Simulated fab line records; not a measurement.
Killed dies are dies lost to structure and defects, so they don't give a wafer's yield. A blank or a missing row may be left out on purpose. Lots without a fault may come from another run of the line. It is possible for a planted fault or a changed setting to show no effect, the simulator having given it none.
Chamber matching / flow nand harc / rie si-06 running NHARC_A_DECK1_JOINT_ETCHBACK_07: 4 sister chambers
The step etches the open film in HBr, target depth 105 nm, time 26.9 s. 16 wafers are shown with their chamber, then 8 later ones without.

== WAFERS PAIRED WITH THEIR CHAMBERS ==
wafer=L074.1; chamber=2; drypump motor current A (A)=5.38; rf fwd power W (W)=343.6; oes product au (a.u.)=0.988
wafer=L074.3; chamber=3; drypump motor current A (A)=5.80; rf fwd power W (W)=344.8; oes product au (a.u.)=1.001
wafer=L074.6; chamber=1; drypump motor current A (A)=5.95; rf fwd power W (W)=344.7; oes product au (a.u.)=0.997
wafer=L077.3; chamber=3; drypump motor current A (A)=5.83; rf fwd power W (W)=344.9; oes product au (a.u.)=1.009
wafer=L077.4; chamber=1; drypump motor current A (A)=5.94; rf fwd power W (W)=345.3; oes product au (a.u.)=1.011
wafer=L077.6; chamber=1; drypump motor current A (A)=5.96; rf fwd power W (W)=345.1; oes product au (a.u.)=1.007
wafer=L078.2; chamber=1; drypump motor current A (A)=5.96; rf fwd power W (W)=346.0; oes product au (a.u.)=0.997
wafer=L078.3; chamber=2; drypump motor current A (A)=5.40; rf fwd power W (W)=344.0; oes product au (a.u.)=0.990
wafer=L078.5; chamber=3; drypump motor current A (A)=5.81; rf fwd power W (W)=346.8; oes product au (a.u.)=0.996
wafer=L080.1; chamber=1; drypump motor current A (A)=5.97; rf fwd power W (W)=346.2; oes product au (a.u.)=1.003
wafer=L080.4; chamber=2; drypump motor current A (A)=5.38; rf fwd power W (W)=343.5; oes product au (a.u.)=0.998
wafer=L080.6; chamber=1; drypump motor current A (A)=5.96; rf fwd power W (W)=344.5; oes product au (a.u.)=0.995
wafer=L081.2; chamber=0; drypump motor current A (A)=5.36; rf fwd power W (W)=343.6; oes product au (a.u.)=1.001
wafer=L081.4; chamber=3; drypump motor current A (A)=5.80; rf fwd power W (W)=346.3; oes product au (a.u.)=0.996
wafer=L081.6; chamber=2; drypump motor current A (A)=5.39; rf fwd power W (W)=343.1; oes product au (a.u.)=0.996
wafer=L089.1; chamber=0; drypump motor current A (A)=5.34; rf fwd power W (W)=340.9; oes product au (a.u.)=1.003

SIGNATURES, as means of the wafers listed above
reading=drypump motor current A; chamber 0=5.3500; chamber 1=5.9567; chamber 2=5.3875; chamber 3=5.8100; scatter within a chamber=0.0116
reading=rf fwd power W; chamber 0=342.250; chamber 1=345.300; chamber 2=343.550; chamber 3=345.700; scatter within a chamber=0.886
reading=oes product au; chamber 0=1.00200; chamber 1=1.00167; chamber 2=0.99300; chamber 3=1.00050; scatter within a chamber=0.00569
Rule: a wafer's distance from a chamber is the root of the sum, over the readings, of the square of ((its reading less the chamber's mean) divided by the reading's scatter). The wafer belongs to the nearest chamber; if the next one is less than 2 further off, it can't be placed. How the scatter is found: for the shown wafers, subtract from each reading the mean of its chamber, square and add these, divide the total by (wafers less chambers), then take the root.

== WAFERS WHOSE CHAMBER IS MISSING ==
wafer=L089.4; drypump motor current A (A)=5.96; rf fwd power W (W)=345.4; oes product au (a.u.)=0.999
wafer=L089.6; drypump motor current A (A)=5.38; rf fwd power W (W)=344.1; oes product au (a.u.)=1.004
wafer=L092.4; drypump motor current A (A)=5.81; rf fwd power W (W)=343.3; oes product au (a.u.)=1.014
wafer=L092.5; drypump motor current A (A)=5.97; rf fwd power W (W)=343.8; oes product au (a.u.)=1.004
wafer=L092.6; drypump motor current A (A)=5.33; rf fwd power W (W)=341.2; oes product au (a.u.)=1.008
wafer=L097.2; drypump motor current A (A)=5.39; rf fwd power W (W)=345.0; oes product au (a.u.)=0.993
wafer=L097.4; drypump motor current A (A)=5.95; rf fwd power W (W)=345.4; oes product au (a.u.)=1.006
wafer=L097.5; drypump motor current A (A)=5.95; rf fwd power W (W)=345.2; oes product au (a.u.)=1.008

== EACH ONE'S CHAMBER ==
wafer=L089.4; from the rows above=1; in truth=1
wafer=L089.6; from the rows above=can't be placed: 2 or 0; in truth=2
wafer=L092.4; from the rows above=3; in truth=3
wafer=L092.5; from the rows above=1; in truth=1
wafer=L092.6; from the rows above=0; in truth=0
wafer=L097.2; from the rows above=2; in truth=2
wafer=L097.4; from the rows above=1; in truth=1
wafer=L097.5; from the rows above=1; in truth=1
Correctly placed: 7 of 8. These rows do not allow placing 1 (true chamber among the candidates in 1). Number placed wrongly: 0.
